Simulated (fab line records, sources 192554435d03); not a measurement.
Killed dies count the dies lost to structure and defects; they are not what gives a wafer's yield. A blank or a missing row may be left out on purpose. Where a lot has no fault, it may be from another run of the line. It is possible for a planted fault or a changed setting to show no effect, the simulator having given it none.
Chamber matching	flow n5 finfet	N5_BEOL_M10_VIA_ETCH_34 on rie diel-04: 4 sister chambers
The step etches SiCOH lowk in C4F6/O2, target depth 184.5 nm, time 69.2 s. 8 wafers are shown with their chamber, then 9 later ones without.

== EACH WAFER AND ITS CHAMBER ==
wafer	chamber	drypump motor current A (A)	showerhead plenum p Torr (Torr)
L076.2	2	5.8	2.81
L079.4	1	6.1	2.75
L079.6	0	5.5	2.72
L082.1	1	6.1	2.75
L082.6	3	5.7	2.78
L084.3	3	5.6	2.77
L084.5	0	5.5	2.71
L084.6	2	5.8	2.81

== WAFERS WHOSE CHAMBER IS MISSING ==
wafer	drypump motor current A (A)	showerhead plenum p Torr (Torr)
L087.2	5.5	2.71
L087.3	5.8	2.81
L087.4	5.6	2.77
L090.1	5.8	2.80
L090.2	5.7	2.77
L090.3	6.1	2.74
L091.2	6.2	2.74
L091.4	5.7	2.77
L091.5	5.7	2.77

== THE CHAMBER EACH PASSED THROUGH ==
wafer	from the rows above	in truth
L087.2	0	0
L087.3	2	2
L087.4	3	3
L090.1	2	2
L090.2	3	3
L090.3	1	1
L091.2	1	1
L091.4	3	3
L091.5	3	3
9 of 9 placed correctly. Can't be placed from these rows: 0. 0 placed wrongly.
How it was worked out, from the rows above alone: a wafer's distance from a chamber is the root of the sum, over the readings, of the square of ((its reading less the chamber's mean) divided by the reading's scatter). If the next closest chamber is less than 2 further off than the closest, the wafer can't be placed; otherwise it belongs to the closest. The mean given for a chamber averages the wafers shown for that chamber. The scatter: take each reading less its chamber's mean, square it, sum over the shown wafers, divide by the number of wafers less the number of chambers, and take the root.
